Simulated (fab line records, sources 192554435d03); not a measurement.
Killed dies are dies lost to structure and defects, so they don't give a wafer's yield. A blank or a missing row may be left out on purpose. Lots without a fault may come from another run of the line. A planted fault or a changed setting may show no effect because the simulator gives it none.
Which tool did it? | flow n5_finfet | 24 lots, 72 wafers sampled, at 5 steps of a route of 1938

WHAT THE GAUGES READ, wafer by wafer
N5_BEOL_M2_CD_MEAS_28: target cd 26.2 nm, target cd y 24.1 nm.
lot  | measured     | on        | cd_nm (nm)
L074 | day 6 18:41  | cd_sem-01 | 26.50 26.73 26.05
L076 | day 6 19:49  | cd_sem-02 | 26.16 26.21 26.41
L075 | day 7 00:54  | cd_sem-01 | 26.62 26.73 26.43
L077 | day 7 08:55  | cd_sem-02 | 26.43 26.32 26.46
L078 | day 7 13:08  | cd_sem-01 | 26.09 26.00 26.37
L079 | day 7 23:26  | cd_sem-01 | 26.20 25.98 26.38
L081 | day 8 03:19  | cd_sem-02 | 26.15 26.33 26.62
L082 | day 8 14:13  | cd_sem-01 | 26.27 26.57 26.36
L080 | day 8 14:23  | cd_sem-01 | 26.43 26.45 26.40
L083 | day 8 23:35  | cd_sem-02 | 25.75 26.30 26.25
L084 | day 9 03:27  | cd_sem-02 | 26.36 26.41 26.18
L085 | day 9 16:05  | cd_sem-01 | 26.14 25.86 26.42
L086 | day 9 21:33  | cd_sem-02 | 26.34 26.18 26.52
L087 | day 10 06:05 | cd_sem-02 | 26.27 26.77 26.35
L088 | day 10 09:13 | cd_sem-01 | 26.54 26.40 26.42
L089 | day 10 15:00 | cd_sem-03 | 26.17 25.63 26.35
L090 | day 10 22:01 | cd_sem-01 | 26.44 26.29 26.29
L091 | day 11 02:48 | cd_sem-01 | 26.07 26.41 26.35
L092 | day 11 04:07 | cd_sem-01 | 26.24 26.37 26.42
L093 | day 11 05:29 | cd_sem-03 | 26.17 26.70 25.96
L094 | day 11 12:10 | cd_sem-03 | 25.87 26.24 26.03
L095 | day 11 17:05 | cd_sem-03 | 26.05 26.41 26.13
L096 | day 12 08:34 | cd_sem-03 | 26.21 26.49 26.20
L097 | day 12 12:11 | cd_sem-03 | 26.46 26.40 26.33

N5_BEOL_M2_THK_MEAS_53: measures by xrf.
lot  | measured     | on            | M2_THK (nm)
L074 | day 7 02:34  | film_metro-01 | 38.8 38.3 40.6
L076 | day 7 03:14  | film_metro-02 | 39.6 39.6 38.8
L075 | day 7 10:59  | film_metro-02 | 42.1 41.2 42.6
L077 | day 7 15:28  | film_metro-01 | 38.3 38.1 37.4
L078 | day 7 18:10  | film_metro-01 | 39.4 40.4 42.4
L079 | day 8 12:15  | film_metro-01 | 39.9 39.3 42.0
L081 | day 8 19:45  | film_metro-01 | 40.1 40.1 41.3
L082 | day 8 21:46  | film_metro-01 | 38.7 39.5 39.5
L080 | day 9 00:08  | film_metro-02 | 39.9 39.7 40.2
L083 | day 9 05:56  | film_metro-01 | 39.0 39.6 40.0
L084 | day 9 11:46  | film_metro-02 | 39.0 41.1 40.2
L085 | day 10 01:02 | film_metro-02 | 38.9 40.6 40.3
L086 | day 10 04:27 | film_metro-02 | 40.4 40.4 42.7
L087 | day 10 13:26 | film_metro-01 | 42.0 41.0 39.4
L088 | day 10 21:06 | film_metro-02 | 41.2 40.7 40.9
L089 | day 11 06:33 | film_metro-02 | 44.5 39.1 39.0
L090 | day 11 05:43 | film_metro-02 | 40.4 41.1 41.4
L091 | day 11 12:22 | film_metro-01 | 39.1 39.0 39.3
L092 | day 11 13:25 | film_metro-02 | 37.5 38.6 37.3
L093 | day 11 19:20 | film_metro-01 | 39.4 40.5 39.3
L094 | day 11 21:10 | film_metro-02 | 42.5 41.8 43.9
L095 | day 11 21:46 | film_metro-01 | 41.3 39.0 38.1
L096 | day 12 15:22 | film_metro-01 | 37.9 39.6 42.2
L097 | day 12 18:08 | film_metro-02 | 38.8 42.2 41.4

WHICH TOOL RAN EACH LOT (tool, then ch and the chambers of the sampled wafers, then the start)
lot  | N5_BEOL_M2_HM_OPEN_17             | N5_BEOL_M2_PRE_CLEAN_45      | N5_BEOL_M2_ANNEAL_91
L074 | rie_metal-03 ch 0,1, day 6 18:03  | pvd_sputter-02, day 6 23:20  | pvd_sputter-01, day 7 01:12
L076 | rie_metal-01 ch 0,1, day 6 19:19  | pvd_sputter-02, day 6 23:57  | pvd_sputter-03, day 7 01:51
L075 | rie_metal-02 ch 0,1, day 7 00:17  | pvd_sputter-02, day 7 07:47  | pvd_sputter-03, day 7 09:37
L077 | rie_metal-01 ch 0,1, day 7 08:25  | pvd_sputter-02, day 7 12:07  | pvd_sputter-02, day 7 14:06
L078 | rie_metal-02 ch 0,1, day 7 12:39  | pvd_sputter-01, day 7 15:02  | pvd_sputter-01, day 7 16:43
L079 | rie_metal-02 ch 0,1, day 7 22:48  | pvd_sputter-03, day 8 08:02  | pvd_sputter-03, day 8 10:10
L081 | rie_metal-02 ch 0,1, day 8 02:49  | pvd_sputter-02, day 8 12:41  | pvd_sputter-03, day 8 14:26
L082 | rie_metal-02 ch 0,1, day 8 13:30  | pvd_sputter-01, day 8 15:28  | pvd_sputter-02, day 8 17:10
L080 | rie_metal-03 ch 0,1, day 8 13:43  | pvd_sputter-01, day 8 15:44  | pvd_sputter-03, day 8 18:58
L083 | rie_metal-03 ch 0,1, day 8 23:05  | pvd_sputter-03, day 9 01:41  | pvd_sputter-01, day 9 03:23
L084 | rie_metal-02 ch 0,1, day 9 02:59  | pvd_sputter-03, day 9 05:08  | pvd_sputter-03, day 9 07:10
L085 | rie_metal-01 ch 0,1, day 9 15:32  | pvd_sputter-02, day 9 18:16  | pvd_sputter-03, day 9 20:16
L086 | rie_metal-03 ch 0,1, day 9 20:55  | pvd_sputter-03, day 9 22:41  | pvd_sputter-02, day 10 00:22
L087 | rie_metal-01 ch 0,1, day 10 05:35 | pvd_sputter-02, day 10 10:17 | pvd_sputter-03, day 10 12:04
L088 | rie_metal-03 ch 0,1, day 10 08:29 | pvd_sputter-01, day 10 17:40 | pvd_sputter-02, day 10 19:44
L089 | rie_metal-01 ch 0,1, day 10 14:24 | pvd_sputter-03, day 11 03:15 | pvd_sputter-02, day 11 05:11
L090 | rie_metal-01 ch 0,1, day 10 21:33 | pvd_sputter-01, day 11 02:20 | pvd_sputter-01, day 11 04:20
L091 | rie_metal-01 ch 0,1, day 11 02:17 | pvd_sputter-01, day 11 07:18 | pvd_sputter-03, day 11 11:00
L092 | rie_metal-03 ch 0,1, day 11 03:28 | pvd_sputter-01, day 11 10:04 | pvd_sputter-01, day 11 12:00
L093 | rie_metal-03 ch 0,1, day 11 04:47 | pvd_sputter-01, day 11 15:19 | pvd_sputter-02, day 11 17:09
L094 | rie_metal-02 ch 0,1, day 11 11:40 | pvd_sputter-02, day 11 17:56 | pvd_sputter-03, day 11 19:44
L095 | rie_metal-01 ch 0,1, day 11 16:35 | pvd_sputter-02, day 11 18:40 | pvd_sputter-01, day 11 20:23
L096 | rie_metal-03 ch 0,1, day 12 07:57 | pvd_sputter-01, day 12 12:02 | pvd_sputter-02, day 12 13:57
L097 | rie_metal-03 ch 0,1, day 12 11:33 | pvd_sputter-02, day 12 14:58 | pvd_sputter-01, day 12 16:46
- N5_BEOL_M2_HM_OPEN_17: chemistry Cl2/BCl3, target TiN, target depth 20 nm, overetch 6 nm.
- N5_BEOL_M2_PRE_CLEAN_45: time 30 s.
- N5_BEOL_M2_ANNEAL_91: time 240 s.

WHAT THE TOOLS THEMSELVES READ (means of the sampled wafers that have a number; where no wafer has one, the mark that the record gives instead)
N5_BEOL_M2_HM_OPEN_17.
lot  | tool         | bias_w (W) | drypump_motor_current_A (A) | oes_product_au (a.u.) | throttle_valve_pct (%)
L074 | rie_metal-03 | 126.3      | 5.2                         | 0.77                  | 21.87
L076 | rie_metal-01 | 126.2      | 5.4                         | 0.66                  | 22.18
L075 | rie_metal-02 | 125.8      | 5.5                         | 0.74                  | 22.01
L077 | rie_metal-01 | 126.2      | 5.8                         | 0.69                  | 21.98
L078 | rie_metal-02 | 126.2      | 5.8                         | 0.69                  | 21.94
L079 | rie_metal-02 | 125.9      | 5.8                         | 0.70                  | 21.93
L081 | rie_metal-02 | 125.9      | 5.8                         | 0.69                  | 21.93
L082 | rie_metal-02 | 126.2      | 5.5                         | 0.71                  | 22.03
L080 | rie_metal-03 | 126.2      | 5.2                         | 0.75                  | 21.89
L083 | rie_metal-03 | 126.1      | 5.2                         | 0.75                  | 21.87
L084 | rie_metal-02 | 126.1      | 5.5                         | 0.72                  | 22.03
L085 | rie_metal-01 | 125.8      | 5.4                         | 0.65                  | 22.19
L086 | rie_metal-03 | 125.9      | 5.7                         | 0.71                  | 21.92
L087 | rie_metal-01 | 126.2      | 5.4                         | 0.65                  | 22.18
L088 | rie_metal-03 | 126.1      | 5.2                         | 0.74                  | 21.88
L089 | rie_metal-01 | 125.9      | 5.4                         | 0.64                  | 22.17
L090 | rie_metal-01 | 126.4      | 5.8                         | 0.67                  | 22.00
L091 | rie_metal-01 | 126.2      | 5.8                         | 0.66                  | 22.01
L092 | rie_metal-03 | 125.8      | 5.2                         | 0.74                  | 21.89
L093 | rie_metal-03 | 125.8      | 5.7                         | 0.71                  | 21.94
L094 | rie_metal-02 | 126.1      | 5.8                         | 0.67                  | 21.94
L095 | rie_metal-01 | 125.6      | 5.4                         | 0.64                  | 22.19
L096 | rie_metal-03 | 125.9      | 5.7                         | 0.69                  | 21.96
L097 | rie_metal-03 | 126.1      | 5.7                         | 0.69                  | 21.95

N5_BEOL_M2_PRE_CLEAN_45.
lot  | tool           | heater_power_w (W)
L074 | pvd_sputter-02 | 330
L076 | pvd_sputter-02 | 325
L075 | pvd_sputter-02 | 326
L077 | pvd_sputter-02 | 342
L078 | pvd_sputter-01 | 335
L079 | pvd_sputter-03 | 343
L081 | pvd_sputter-02 | 343
L082 | pvd_sputter-01 | 322
L080 | pvd_sputter-01 | 335
L083 | pvd_sputter-03 | 343
L084 | pvd_sputter-03 | 329
L085 | pvd_sputter-02 | 331
L086 | pvd_sputter-03 | 361
L087 | pvd_sputter-02 | 336
L088 | pvd_sputter-01 | 332
L089 | pvd_sputter-03 | 362
L090 | pvd_sputter-01 | 330
L091 | pvd_sputter-01 | 327
L092 | pvd_sputter-01 | 331
L093 | pvd_sputter-01 | 335
L094 | pvd_sputter-02 | 320
L095 | pvd_sputter-02 | 326
L096 | pvd_sputter-01 | 316
L097 | pvd_sputter-02 | 330

N5_BEOL_M2_ANNEAL_91.
lot  | tool           | heater_power_w (W)
L074 | pvd_sputter-01 | 837
L076 | pvd_sputter-03 | 873
L075 | pvd_sputter-03 | 871
L077 | pvd_sputter-02 | 828
L078 | pvd_sputter-01 | 806
L079 | pvd_sputter-03 | 837
L081 | pvd_sputter-03 | 890
L082 | pvd_sputter-02 | 806
L080 | pvd_sputter-03 | 853
L083 | pvd_sputter-01 | 816
L084 | pvd_sputter-03 | 801
L085 | pvd_sputter-03 | 783
L086 | pvd_sputter-02 | 843
L087 | pvd_sputter-03 | 810
L088 | pvd_sputter-02 | 799
L089 | pvd_sputter-02 | 802
L090 | pvd_sputter-01 | 823
L091 | pvd_sputter-03 | 804
L092 | pvd_sputter-01 | 825
L093 | pvd_sputter-02 | 826
L094 | pvd_sputter-03 | 852
L095 | pvd_sputter-01 | 840
L096 | pvd_sputter-02 | 805
L097 | pvd_sputter-01 | 813

THE ANSWER, worked out from the rows above alone
Rule: what is usual is taken from the lots themselves. Put in order of their means at a reading, lots are off if they are a third of the lots or fewer, leave a main group of 4 or more, and stand apart from it by a gap of 3 or more times the standard deviation of the main group's means; of several such gaps the widest counts. A main group whose means are all the same, to the digits that the tables above print for the reading, isn't used. A lot without any number at a reading at which 4 lots or more have one is off too. The other lots that the step has rows for count as sound. The gauges are gone through in route order, then the tools' own readings, and for those a lot's mean is taken as printed above. The first step at which some lot is off is used, and at that step the reading that is off furthest; a lot without a number counts as furthest.
No lot is off at any reading shown: from this, nothing can be told.

WHAT THE SIMULATOR HAD PUT IN
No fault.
